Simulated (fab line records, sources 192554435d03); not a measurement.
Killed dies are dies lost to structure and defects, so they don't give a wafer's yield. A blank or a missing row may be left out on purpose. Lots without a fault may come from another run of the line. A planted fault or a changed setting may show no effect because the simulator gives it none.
Chamber matching | flow n5_finfet | N5_BEOL_M1_PECVD_72 on pecvd-01: 3 sister chambers
The step deposits SiO2 from TEOS/O2, target thk 16 nm, time 18 s. 3 wafers are shown with their chamber, then 10 later ones without.

WAFERS WITH THEIR CHAMBER
wafer  | chamber | throttle_valve_pct (%)
L084.3 | 0       | 22.1
L085.2 | 1       | 21.5
L085.3 | 2       | 21.0

WAFERS WITHOUT THEIR CHAMBER
wafer  | throttle_valve_pct (%)
L085.6 | 21.7
L087.2 | 21.1
L087.4 | 22.2
L087.6 | 22.0
L092.1 | 20.9
L092.3 | 22.1
L092.4 | 20.6
L097.2 | 20.9
L097.5 | 20.9
L097.6 | 21.6

WHICH CHAMBER EACH WENT THROUGH
wafer  | from the rows above     | in truth
L085.6 | can't be placed: 1 or 0 | 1
L087.2 | can't be placed: 2 or 1 | 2
L087.4 | 0                       | 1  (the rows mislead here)
L087.6 | 0                       | 0
L092.1 | 2                       | 2
L092.3 | 0                       | 0
L092.4 | 2                       | 2
L097.2 | 2                       | 2
L097.5 | 2                       | 2
L097.6 | 1                       | 1
Placed correctly: 7 of 10. Can't be placed from these rows: 2 (the true chamber is among the candidates in 2). Placed wrongly: 1.
How it was worked out, from the rows above alone: a wafer's distance from a chamber is the root of the sum, over the readings, of the square of ((its reading less the chamber's mean) divided by the reading's scatter). The wafer belongs to the nearest chamber; if the next one is less than 2 further off, it can't be placed. A chamber's mean is the mean of its shown wafers. The scatter: with one shown wafer a chamber, the root of the mean of the squares of how far each hidden wafer lies from its nearest shown one.
